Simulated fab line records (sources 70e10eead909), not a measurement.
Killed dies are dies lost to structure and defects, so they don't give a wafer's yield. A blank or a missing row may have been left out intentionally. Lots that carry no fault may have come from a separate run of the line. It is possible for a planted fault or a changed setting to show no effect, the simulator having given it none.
A sampling plan put to the test / flow nand_harc / one fab line, 39 faults that these records tell of, each judged on the records of the lots that it struck; 1 more is left out, because the records don't allow judging it
The plan is the line's own looks: the steps of the route at which a gauge or an inspection reads the wafer and doesn't change it. A look is open to judgement when struck wafers have a number at it and the file gives its usual mean and standard deviation on fault-free wafers. Caught: at a look after the fault's first step, the mean of the struck wafers lies 4 or more of those standard deviations (sigma) from the usual mean. On the tool: the identical test, applied to the tool's own readings at the steps of the fault. Also counted as caught: the struck wafers showing another recipe, or a record that is empty for them alone.

== THE FAULTS, as the simulator had put them in ==
1. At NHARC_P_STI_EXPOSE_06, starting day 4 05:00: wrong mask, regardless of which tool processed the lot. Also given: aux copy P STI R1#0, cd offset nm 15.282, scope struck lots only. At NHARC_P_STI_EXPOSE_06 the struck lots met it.
2. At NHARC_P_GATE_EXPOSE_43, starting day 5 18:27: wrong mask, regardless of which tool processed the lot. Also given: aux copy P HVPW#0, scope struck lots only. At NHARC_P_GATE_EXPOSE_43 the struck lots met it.
3. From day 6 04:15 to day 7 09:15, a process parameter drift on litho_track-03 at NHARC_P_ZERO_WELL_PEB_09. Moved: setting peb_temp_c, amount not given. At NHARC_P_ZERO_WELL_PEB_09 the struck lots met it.
4. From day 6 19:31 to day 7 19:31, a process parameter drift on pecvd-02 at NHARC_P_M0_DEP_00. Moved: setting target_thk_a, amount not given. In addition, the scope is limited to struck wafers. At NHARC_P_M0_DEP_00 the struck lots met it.
5. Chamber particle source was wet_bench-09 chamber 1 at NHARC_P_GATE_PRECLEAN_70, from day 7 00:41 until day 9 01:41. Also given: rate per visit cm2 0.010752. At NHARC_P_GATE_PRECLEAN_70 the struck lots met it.
6. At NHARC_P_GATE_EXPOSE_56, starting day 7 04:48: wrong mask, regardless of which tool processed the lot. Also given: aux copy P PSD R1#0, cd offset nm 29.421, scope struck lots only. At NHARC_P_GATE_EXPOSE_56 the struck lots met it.
7. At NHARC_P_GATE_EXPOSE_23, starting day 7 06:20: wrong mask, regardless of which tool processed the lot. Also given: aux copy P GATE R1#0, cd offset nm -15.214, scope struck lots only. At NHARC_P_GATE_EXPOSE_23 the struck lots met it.
8. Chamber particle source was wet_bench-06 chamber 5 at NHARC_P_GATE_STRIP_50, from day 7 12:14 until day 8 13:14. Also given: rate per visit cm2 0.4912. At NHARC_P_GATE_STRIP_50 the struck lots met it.
9. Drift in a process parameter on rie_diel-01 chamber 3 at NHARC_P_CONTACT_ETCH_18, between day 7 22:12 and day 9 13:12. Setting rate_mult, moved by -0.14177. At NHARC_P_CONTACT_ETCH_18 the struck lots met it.
10. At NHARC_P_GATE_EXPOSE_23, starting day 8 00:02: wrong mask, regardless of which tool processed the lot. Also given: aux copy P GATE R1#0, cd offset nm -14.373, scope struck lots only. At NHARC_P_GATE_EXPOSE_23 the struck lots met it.
11. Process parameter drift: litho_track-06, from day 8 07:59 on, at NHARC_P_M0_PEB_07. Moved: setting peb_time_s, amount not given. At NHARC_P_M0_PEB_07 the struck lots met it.
12. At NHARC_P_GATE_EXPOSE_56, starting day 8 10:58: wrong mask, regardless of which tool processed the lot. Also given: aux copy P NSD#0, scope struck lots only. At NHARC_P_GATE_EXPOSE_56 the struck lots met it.
13. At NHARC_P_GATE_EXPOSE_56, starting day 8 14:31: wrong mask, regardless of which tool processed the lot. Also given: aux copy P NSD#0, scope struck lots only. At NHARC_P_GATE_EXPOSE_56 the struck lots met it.
14. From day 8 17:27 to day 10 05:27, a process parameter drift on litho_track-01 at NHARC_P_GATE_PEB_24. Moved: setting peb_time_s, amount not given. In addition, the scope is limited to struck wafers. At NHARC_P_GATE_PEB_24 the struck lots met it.
15. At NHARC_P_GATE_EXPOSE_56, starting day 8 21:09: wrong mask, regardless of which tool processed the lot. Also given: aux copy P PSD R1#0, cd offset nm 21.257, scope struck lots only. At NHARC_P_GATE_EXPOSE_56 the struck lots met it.
16. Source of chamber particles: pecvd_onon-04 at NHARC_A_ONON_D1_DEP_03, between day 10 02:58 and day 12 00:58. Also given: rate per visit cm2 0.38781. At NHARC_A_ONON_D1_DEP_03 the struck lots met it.
17. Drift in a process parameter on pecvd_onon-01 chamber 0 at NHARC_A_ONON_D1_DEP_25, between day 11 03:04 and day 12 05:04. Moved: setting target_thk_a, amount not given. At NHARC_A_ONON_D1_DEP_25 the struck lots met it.
18. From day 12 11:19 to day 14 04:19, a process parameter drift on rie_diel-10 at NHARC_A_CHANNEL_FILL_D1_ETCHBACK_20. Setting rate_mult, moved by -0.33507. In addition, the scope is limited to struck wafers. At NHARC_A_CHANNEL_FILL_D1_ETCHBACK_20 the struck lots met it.
19. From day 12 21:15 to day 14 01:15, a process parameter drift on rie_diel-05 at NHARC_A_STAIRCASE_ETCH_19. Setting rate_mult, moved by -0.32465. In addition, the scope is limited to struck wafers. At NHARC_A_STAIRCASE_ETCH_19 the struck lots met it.
20. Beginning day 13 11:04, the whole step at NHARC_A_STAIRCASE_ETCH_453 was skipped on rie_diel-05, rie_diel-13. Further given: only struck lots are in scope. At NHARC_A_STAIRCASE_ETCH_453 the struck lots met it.
21. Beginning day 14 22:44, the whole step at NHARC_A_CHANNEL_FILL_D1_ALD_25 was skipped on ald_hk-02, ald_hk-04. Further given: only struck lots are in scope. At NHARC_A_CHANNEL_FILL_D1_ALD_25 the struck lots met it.
22. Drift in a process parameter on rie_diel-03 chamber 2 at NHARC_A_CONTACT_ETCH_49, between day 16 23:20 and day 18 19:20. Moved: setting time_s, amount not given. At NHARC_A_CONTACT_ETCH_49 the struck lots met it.
23. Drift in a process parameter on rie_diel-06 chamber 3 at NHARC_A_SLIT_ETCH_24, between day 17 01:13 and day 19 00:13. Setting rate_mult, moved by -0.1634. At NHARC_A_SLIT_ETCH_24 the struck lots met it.
24. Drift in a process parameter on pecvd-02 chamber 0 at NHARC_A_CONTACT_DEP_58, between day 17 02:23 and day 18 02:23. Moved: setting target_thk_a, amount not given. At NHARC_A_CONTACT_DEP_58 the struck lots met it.
25. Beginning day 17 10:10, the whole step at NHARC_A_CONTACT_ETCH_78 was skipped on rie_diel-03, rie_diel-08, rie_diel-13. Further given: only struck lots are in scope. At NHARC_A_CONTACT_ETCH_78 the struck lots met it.
26. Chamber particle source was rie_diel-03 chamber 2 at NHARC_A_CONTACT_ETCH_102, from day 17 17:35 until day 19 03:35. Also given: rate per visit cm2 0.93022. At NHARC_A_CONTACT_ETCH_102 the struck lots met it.
27. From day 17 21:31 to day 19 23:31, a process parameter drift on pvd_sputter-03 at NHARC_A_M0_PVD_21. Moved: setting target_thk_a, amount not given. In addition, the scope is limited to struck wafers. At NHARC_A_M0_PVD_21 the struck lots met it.
28. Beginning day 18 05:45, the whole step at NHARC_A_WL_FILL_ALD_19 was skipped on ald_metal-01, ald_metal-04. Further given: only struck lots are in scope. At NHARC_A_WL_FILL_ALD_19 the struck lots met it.
29. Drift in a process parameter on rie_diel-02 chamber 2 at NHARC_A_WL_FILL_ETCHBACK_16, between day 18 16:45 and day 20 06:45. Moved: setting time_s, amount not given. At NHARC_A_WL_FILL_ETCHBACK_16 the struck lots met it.
30. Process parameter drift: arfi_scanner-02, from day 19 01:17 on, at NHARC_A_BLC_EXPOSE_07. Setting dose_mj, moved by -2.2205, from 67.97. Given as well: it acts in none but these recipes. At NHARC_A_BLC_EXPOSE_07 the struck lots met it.
31. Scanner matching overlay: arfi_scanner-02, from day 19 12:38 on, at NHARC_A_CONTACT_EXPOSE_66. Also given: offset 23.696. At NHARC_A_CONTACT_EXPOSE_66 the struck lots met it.
32. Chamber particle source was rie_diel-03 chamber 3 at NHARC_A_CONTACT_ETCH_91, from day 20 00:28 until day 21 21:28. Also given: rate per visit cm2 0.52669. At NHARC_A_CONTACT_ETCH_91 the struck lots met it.
33. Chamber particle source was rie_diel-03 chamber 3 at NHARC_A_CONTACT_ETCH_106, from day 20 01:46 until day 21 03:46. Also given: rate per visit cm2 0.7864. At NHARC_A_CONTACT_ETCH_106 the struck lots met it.
34. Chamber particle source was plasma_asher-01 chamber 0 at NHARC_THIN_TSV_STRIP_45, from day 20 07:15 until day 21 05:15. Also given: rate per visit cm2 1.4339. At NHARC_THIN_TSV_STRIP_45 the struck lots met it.
35. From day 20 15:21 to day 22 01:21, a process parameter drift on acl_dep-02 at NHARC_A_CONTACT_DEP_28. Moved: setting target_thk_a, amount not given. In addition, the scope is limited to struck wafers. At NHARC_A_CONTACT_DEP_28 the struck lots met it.
36. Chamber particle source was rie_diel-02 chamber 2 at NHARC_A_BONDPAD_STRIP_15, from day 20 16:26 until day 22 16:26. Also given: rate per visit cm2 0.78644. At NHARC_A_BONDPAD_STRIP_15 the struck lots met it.
37. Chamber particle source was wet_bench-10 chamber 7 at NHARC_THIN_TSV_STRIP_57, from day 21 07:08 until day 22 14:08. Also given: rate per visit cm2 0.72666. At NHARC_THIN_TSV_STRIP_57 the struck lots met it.
38. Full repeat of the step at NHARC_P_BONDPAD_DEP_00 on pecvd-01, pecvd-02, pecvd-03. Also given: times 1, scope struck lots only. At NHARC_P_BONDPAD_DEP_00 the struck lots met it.
39. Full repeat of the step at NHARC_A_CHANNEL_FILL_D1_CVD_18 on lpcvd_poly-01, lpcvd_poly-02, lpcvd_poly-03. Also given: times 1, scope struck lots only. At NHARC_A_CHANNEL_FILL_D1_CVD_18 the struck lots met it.

== WHAT THE PLAN SAW ==
fault=1; on the tool itself=under 2 sigma; first look that catches it=NHARC_P_STI_CD_MEAS_09; reading, sigma=cd_nm +6.6; median hours from its first step to that look=0.2; hours from the fault's start to the first struck lot there=4; judged looks passed uncaught=0
fault=2; on the tool itself=no reading that can be judged; first look that catches it=NHARC_END_SORT_01; reading, sigma=killed_at_periphery +99 or beyond; median hours from its first step to that look=355.1; hours from the fault's start to the first struck lot there=356; judged looks passed uncaught=0
fault=3; on the tool itself=plate_temp_C +49 sigma; first look that catches it=NHARC_P_ZERO_WELL_CD_MEAS_11; reading, sigma=cd_nm +12; median hours from its first step to that look=0.1; hours from the fault's start to the first struck lot there=9; judged looks passed uncaught=0
fault=4; on the tool itself=under 2 sigma; first look that catches it=NHARC_END_SORT_01; reading, sigma=killed_at_periphery +99 or beyond; median hours from its first step to that look=321.8; hours from the fault's start to the first struck lot there=324; judged looks passed uncaught=0
fault=5; on the tool itself=no reading that can be judged; first look that catches it=none of the 3 looks that can be judged after it; reading, sigma=strongest: raw_defect_count at NHARC_P_GATE_INSPECT_28, +3.5; median hours from its first step to that look=-; hours from the fault's start to the first struck lot there=-; judged looks passed uncaught=3
fault=6; on the tool itself=no reading that can be judged; first look that catches it=NHARC_P_GATE_CD_MEAS_59; reading, sigma=cd_nm +11; median hours from its first step to that look=0.1; hours from the fault's start to the first struck lot there=0; judged looks passed uncaught=0
fault=7; on the tool itself=no reading that can be judged; first look that catches it=NHARC_P_GATE_CD_MEAS_26; reading, sigma=cd_nm -23; median hours from its first step to that look=0.1; hours from the fault's start to the first struck lot there=0; judged looks passed uncaught=0
fault=8; on the tool itself=no reading that can be judged; first look that catches it=NHARC_P_GATE_INSPECT_68; reading, sigma=raw_defect_count +5.7; median hours from its first step to that look=5.9; hours from the fault's start to the first struck lot there=14; judged looks passed uncaught=2
fault=9; on the tool itself=oes_product_au -4.6 sigma; first look that catches it=NHARC_END_SORT_01; reading, sigma=killed_at_periphery +99 or beyond; median hours from its first step to that look=329.9; hours from the fault's start to the first struck lot there=337; judged looks passed uncaught=0
fault=10; on the tool itself=no reading that can be judged; first look that catches it=NHARC_P_GATE_CD_MEAS_26; reading, sigma=cd_nm -20; median hours from its first step to that look=0.1; hours from the fault's start to the first struck lot there=4; judged looks passed uncaught=0
fault=11; on the tool itself=heater_power_total_W +8.6 sigma; first look that catches it=none of the 3 looks that can be judged after it; reading, sigma=-; median hours from its first step to that look=-; hours from the fault's start to the first struck lot there=-; judged looks passed uncaught=3
fault=12; on the tool itself=no reading that can be judged; first look that catches it=NHARC_END_SORT_01; reading, sigma=killed_at_periphery +99 or beyond; median hours from its first step to that look=331.6; hours from the fault's start to the first struck lot there=331; judged looks passed uncaught=0
fault=13; on the tool itself=no reading that can be judged; first look that catches it=NHARC_END_SORT_01; reading, sigma=killed_at_periphery +99 or beyond; median hours from its first step to that look=341.2; hours from the fault's start to the first struck lot there=343; judged looks passed uncaught=0
fault=14; on the tool itself=under 2 sigma; first look that catches it=NHARC_P_GATE_CD_MEAS_26; reading, sigma=cd_nm -8.2; median hours from its first step to that look=0.1; hours from the fault's start to the first struck lot there=16; judged looks passed uncaught=0
fault=15; on the tool itself=no reading that can be judged; first look that catches it=NHARC_P_GATE_CD_MEAS_59; reading, sigma=cd_nm +8.6; median hours from its first step to that look=0.2; hours from the fault's start to the first struck lot there=3; judged looks passed uncaught=0
fault=16; on the tool itself=under 2 sigma; first look that catches it=NHARC_END_SORT_01; reading, sigma=killed_at_array +6.3; median hours from its first step to that look=277.9; hours from the fault's start to the first struck lot there=291; judged looks passed uncaught=2
fault=17; on the tool itself=under 2 sigma; first look that catches it=NHARC_A_ONON_D1_THK_MEAS_27; reading, sigma=thk_nm -37; median hours from its first step to that look=0.5; hours from the fault's start to the first struck lot there=0; judged looks passed uncaught=0
fault=18; on the tool itself=oes_product_au -5.8 sigma; first look that catches it=NHARC_END_SORT_01; reading, sigma=killed_at_array +34; median hours from its first step to that look=230.9; hours from the fault's start to the first struck lot there=242; judged looks passed uncaught=0
fault=19; on the tool itself=oes_product_au -13 sigma; first look that catches it=NHARC_END_SORT_01; reading, sigma=killed_at_array +58; median hours from its first step to that look=208.9; hours from the fault's start to the first struck lot there=218; judged looks passed uncaught=0
fault=20; on the tool itself=the tool's record is blank for the struck wafers; first look that catches it=NHARC_END_SORT_01; reading, sigma=killed_at_array +58; median hours from its first step to that look=182.8; hours from the fault's start to the first struck lot there=195; judged looks passed uncaught=0
fault=21; on the tool itself=the tool's record is blank for the struck wafers; first look that catches it=NHARC_END_SORT_01; reading, sigma=killed_at_array +58; median hours from its first step to that look=229.3; hours from the fault's start to the first struck lot there=231; judged looks passed uncaught=0
fault=22; on the tool itself=run_length_s -99 or beyond sigma; first look that catches it=NHARC_END_SORT_01; reading, sigma=killed_at_array +8.0; median hours from its first step to that look=78.7; hours from the fault's start to the first struck lot there=82; judged looks passed uncaught=0
fault=23; on the tool itself=oes_product_au -6.4 sigma; first look that catches it=not the one look that can be judged after it; reading, sigma=-; median hours from its first step to that look=-; hours from the fault's start to the first struck lot there=-; judged looks passed uncaught=1
fault=24; on the tool itself=under 2 sigma; first look that catches it=NHARC_END_SORT_01; reading, sigma=killed_at_array +55; median hours from its first step to that look=66.9; hours from the fault's start to the first struck lot there=76; judged looks passed uncaught=0
fault=25; on the tool itself=the tool's record is blank for the struck wafers; first look that catches it=NHARC_END_SORT_01; reading, sigma=killed_at_array +58; median hours from its first step to that look=68.4; hours from the fault's start to the first struck lot there=68; judged looks passed uncaught=0
fault=26; on the tool itself=under 2 sigma; first look that catches it=NHARC_END_SORT_01; reading, sigma=killed_at_array +7.3; median hours from its first step to that look=83.6; hours from the fault's start to the first struck lot there=108; judged looks passed uncaught=0
fault=27; on the tool itself=under 2 sigma; first look that catches it=NHARC_END_SORT_01; reading, sigma=sort_bin_2_pct +99 or beyond; median hours from its first step to that look=49.2; hours from the fault's start to the first struck lot there=55; judged looks passed uncaught=0
fault=28; on the tool itself=the tool's record is blank for the struck wafers; first look that catches it=NHARC_END_SORT_01; reading, sigma=killed_at_array +58; median hours from its first step to that look=87.2; hours from the fault's start to the first struck lot there=88; judged looks passed uncaught=0
fault=29; on the tool itself=run_length_s -22 sigma; first look that catches it=NHARC_END_SORT_01; reading, sigma=killed_at_array +58; median hours from its first step to that look=101.4; hours from the fault's start to the first struck lot there=131; judged looks passed uncaught=0
fault=30; on the tool itself=exposure_dose_mJ_cm2 -24 sigma; first look that catches it=none of the 4 looks that can be judged after it; reading, sigma=strongest: cd_nm at NHARC_A_BLC_CD_MEAS_10, -2.2; median hours from its first step to that look=-; hours from the fault's start to the first struck lot there=-; judged looks passed uncaught=4
fault=31; on the tool itself=no reading that can be judged; first look that catches it=NHARC_A_CONTACT_OVL_MEAS_70; reading, sigma=overlay_x_nm +33; median hours from its first step to that look=0.2; hours from the fault's start to the first struck lot there=2; judged looks passed uncaught=0
fault=32; on the tool itself=under 2 sigma; first look that catches it=NHARC_END_SORT_01; reading, sigma=killed_at_array +6.5; median hours from its first step to that look=71.8; hours from the fault's start to the first struck lot there=97; judged looks passed uncaught=1
fault=33; on the tool itself=under 2 sigma; first look that catches it=NHARC_END_SORT_01; reading, sigma=killed_dies +6.7; median hours from its first step to that look=70.8; hours from the fault's start to the first struck lot there=95; judged looks passed uncaught=0
fault=34; on the tool itself=under 2 sigma; first look that catches it=NHARC_END_SORT_01; reading, sigma=killed_at_other +43; median hours from its first step to that look=41.7; hours from the fault's start to the first struck lot there=54; judged looks passed uncaught=2
fault=35; on the tool itself=under 2 sigma; first look that catches it=NHARC_END_SORT_01; reading, sigma=killed_at_array +15; median hours from its first step to that look=86.7; hours from the fault's start to the first struck lot there=82; judged looks passed uncaught=0
fault=36; on the tool itself=under 2 sigma; first look that catches it=NHARC_END_SORT_01; reading, sigma=sort_bin_3_pct +11; median hours from its first step to that look=43.0; hours from the fault's start to the first struck lot there=48; judged looks passed uncaught=0
fault=37; on the tool itself=no reading that can be judged; first look that catches it=NHARC_THIN_TSV_INSPECT_40; reading, sigma=raw_defect_count +7.8; median hours from its first step to that look=3.3; hours from the fault's start to the first struck lot there=4; judged looks passed uncaught=0
fault=38; on the tool itself=under 2 sigma; first look that catches it=not the one look that can be judged after it; reading, sigma=strongest: thk_nm at NHARC_P_BONDPAD_THK_MEAS_33, -2.3; median hours from its first step to that look=-; hours from the fault's start to the first struck lot there=-; judged looks passed uncaught=1
fault=39; on the tool itself=under 2 sigma; first look that catches it=NHARC_END_SORT_01; reading, sigma=killed_at_array +58; median hours from its first step to that look=255.6; hours from the fault's start to the first struck lot there=-; judged looks passed uncaught=0
A dash: the fault isn't caught, or these records don't give the number.

Caught at a look: 34 of 39. Caught on the tool: 13 of 39. By one or the other: 37 of 39.
Faults 11, 23, 30 were caught on the tool alone.
Caught at a look alone: faults 1, 2, 4, 6, 7, 8, 10, 12, 13, 14, 15, 16, 17, 24, 26, 27, 31, 32, 33, 34, 35, 36, 37, 39.
Caught by neither: faults 5, 38.

== THINNER SAMPLING ==
If the look that catches a fault measured only every second or every third lot, by lot number, the first struck lot would be measured this late in the worst case:
fault=1; struck lots at that look, in order of time=L574; every lot=4 h; every second lot=may miss it; every third lot=may miss it
fault=2; struck lots at that look, in order of time=L478; every lot=356 h; every second lot=may miss it; every third lot=may miss it
fault=3; struck lots at that look, in order of time=L139, L140; every lot=9 h; every second lot=15 h; every third lot=may miss all 2
fault=4; struck lots at that look, in order of time=L302, L303; every lot=324 h; every second lot=371 h; every third lot=may miss all 2
fault=6; struck lots at that look, in order of time=L381; every lot=0 h; every second lot=may miss it; every third lot=may miss it
fault=7; struck lots at that look, in order of time=L571; every lot=0 h; every second lot=may miss it; every third lot=may miss it
fault=8; struck lots at that look, in order of time=L583, L585; every lot=14 h; every second lot=may miss all 2; every third lot=may miss all 2
fault=9; struck lots at that look, in order of time=L910, L912, L914; every lot=337 h; every second lot=may miss all 3; every third lot=361 h
fault=10; struck lots at that look, in order of time=L355; every lot=4 h; every second lot=may miss it; every third lot=may miss it
fault=12; struck lots at that look, in order of time=L151; every lot=331 h; every second lot=may miss it; every third lot=may miss it
fault=13; struck lots at that look, in order of time=L925; every lot=343 h; every second lot=may miss it; every third lot=may miss it
fault=14; struck lots at that look, in order of time=L507; every lot=16 h; every second lot=may miss it; every third lot=may miss it
fault=15; struck lots at that look, in order of time=L497; every lot=3 h; every second lot=may miss it; every third lot=may miss it
fault=16; struck lots at that look, in order of time=L249, L252; every lot=291 h; every second lot=316 h; every third lot=may miss all 2
fault=17; struck lots at that look, in order of time=L871, L872; every lot=0 h; every second lot=1 h; every third lot=may miss all 2
fault=18; struck lots at that look, in order of time=L579, L581; every lot=242 h; every second lot=may miss all 2; every third lot=may miss all 2
fault=19; struck lots at that look, in order of time=L936; every lot=218 h; every second lot=may miss it; every third lot=may miss it
fault=20; struck lots at that look, in order of time=L337, L338, L336; every lot=195 h; every second lot=197 h; every third lot=211 h
fault=21; struck lots at that look, in order of time=L287, L289; every lot=231 h; every second lot=may miss all 2; every third lot=may miss all 2
fault=22; struck lots at that look, in order of time=L733, L736, L734; every lot=82 h; every second lot=113 h; every third lot=may miss all 3
fault=24; struck lots at that look, in order of time=L844; every lot=76 h; every second lot=may miss it; every third lot=may miss it
fault=25; struck lots at that look, in order of time=L351, L349, L354; every lot=68 h; every second lot=102 h; every third lot=may miss all 3
fault=26; struck lots at that look, in order of time=L615; every lot=108 h; every second lot=may miss it; every third lot=may miss it
fault=27; struck lots at that look, in order of time=L844; every lot=55 h; every second lot=may miss it; every third lot=may miss it
fault=28; struck lots at that look, in order of time=L566, L567, L565; every lot=88 h; every second lot=88 h; every third lot=105 h
fault=29; struck lots at that look, in order of time=L884; every lot=131 h; every second lot=may miss it; every third lot=may miss it
fault=31; struck lots at that look, in order of time=L997, L998; every lot=2 h; every second lot=8 h; every third lot=may miss all 2
fault=32; struck lots at that look, in order of time=L117, L118; every lot=97 h; every second lot=105 h; every third lot=may miss all 2
fault=33; struck lots at that look, in order of time=L400; every lot=95 h; every second lot=may miss it; every third lot=may miss it
fault=34; struck lots at that look, in order of time=L428, L427; every lot=54 h; every second lot=63 h; every third lot=may miss all 2
fault=35; struck lots at that look, in order of time=L412, L413; every lot=82 h; every second lot=93 h; every third lot=may miss all 2
fault=36; struck lots at that look, in order of time=L684, L685; every lot=48 h; every second lot=53 h; every third lot=may miss all 2
fault=37; struck lots at that look, in order of time=L165, L171; every lot=4 h; every second lot=may miss all 2; every third lot=may miss all 2
Hours: fault start to first struck lot measured. Since the struck wafers were tested as one group against 4 sigma, a single lot by itself may lie under the limit. Other struck lots may not be in these records.

== THE LONGEST TIMED WAY FROM STEP TO LOOK ==
Fault 2: median gap of 355.1 hours between NHARC_P_GATE_EXPOSE_43 and NHARC_END_SORT_01. No look between them can be judged.
